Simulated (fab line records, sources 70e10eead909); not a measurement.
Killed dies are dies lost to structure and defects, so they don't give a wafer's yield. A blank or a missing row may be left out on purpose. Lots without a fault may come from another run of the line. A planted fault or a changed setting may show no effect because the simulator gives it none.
Problem report in the 8D (eight disciplines) form, filled by code | flow nand_harc | the parts of the form that need people (team, actions taken, sign-off) are left out

1. THE PROBLEM
thk_nm at NHARC_A_ONON_D1_THK_MEAS_14 reads a mean of 1088 nm on 1 wafer of 1 lot; wafers without a fault read 1000 nm with a standard deviation of 9.3. That is +9.5 standard deviations from the usual mean.
The step: measures by ellipsometry.
First seen on wafer L931.4, day 9 03:55, on film_metro-01. The record holds 32 wafers of 11 lots with a number at this step. Rule for "out", or "out of limits": more than 4 standard deviations from the usual mean. The other wafers with a number count as sound.

2. WHAT IT IS AND WHAT IT IS NOT
question                    | is               | is not
which readings at this step | thk_nm           | -
which lots                  | L931             | L924, L935, L936, L938, L940, L943, L944, L945, L946, L947
which wafers of those lots  | L931.4           | L931.3
read on which gauges        | film_metro-01    | film_metro-02
when                        | from day 9 03:55 | up to then (4 sound wafers); but 27 sound wafers of L935, L936, L938, L940, L943, L944, L945, L946, L947 came after

3. SUSPECTS, AND WHAT RULES EACH OUT
Counting: a tool at a process step up to the reading stays a suspect if it ran every lot that is out. Sound lots after the first of them don't rule it out here, since some wafers of a struck lot are sound.
- the gauge at NHARC_A_ONON_D1_THK_MEAS_14: kept. All the wafers that are out were read on film_metro-01, and no step on other tools shows them out.
- cmp-04 at NHARC_P_BONDPAD_CMP_32 (polishes SiCN, target thk 200 nm): kept. It ran the lot that is out, L931 (day 7 23:44).
- pecvd_onon-03 at NHARC_A_ONON_D1_DEP_12 (target thk 1000 nm): kept. It ran the lot that is out, L931 (day 9 03:31).
- Within cmp-04 at NHARC_P_BONDPAD_CMP_32: the wafers that are out ran in chamber 2; their sound lot-mates ran in chamber 3.
Left after counting: cmp-04 at NHARC_P_BONDPAD_CMP_32, pecvd_onon-03 at NHARC_A_ONON_D1_DEP_12, film_metro-01 at NHARC_A_ONON_D1_THK_MEAS_14.

4. THE CAUSE (what the simulator had put in)
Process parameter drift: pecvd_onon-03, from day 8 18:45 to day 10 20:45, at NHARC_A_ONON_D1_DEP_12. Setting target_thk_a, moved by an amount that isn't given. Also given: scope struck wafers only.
Counting left 3 suspects, and this tool is among them.

5. THE CHAIN OF EFFECTS, in route order
Each row: a reading whose mean over the struck wafers that have a number lies more than 3 standard deviations from the usual. Only readings for which the record gives a usual standard deviation are gone through. hours: the time from each lot's start at the first step in this table that gives one to its start at this step, as a median over the lots. sigmas: the change in usual standard deviations.
hours | step                        | reading | usual   | on struck wafers | change | sigmas
0     | NHARC_A_ONON_D1_THK_MEAS_14 | thk_nm  | 1000 nm | 1088             | +88    | +9.5

6. WHAT WOULD HAVE CAUGHT IT SOONER
In this record the first reading out of limits at a measuring or inspecting step was taken at day 9 03:55, 9 hours after the fault began at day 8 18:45.
Of the tool readings at NHARC_A_ONON_D1_DEP_12 for which the record gives a usual standard deviation, none was out on any struck wafer, so an alarm limit of 4 standard deviations on them would not have fired.
All the lots that are out (1) had begun NHARC_A_ONON_D1_DEP_12 on pecvd_onon-03 by day 9 03:55. A hold on the tool at that time would have spared none of them.
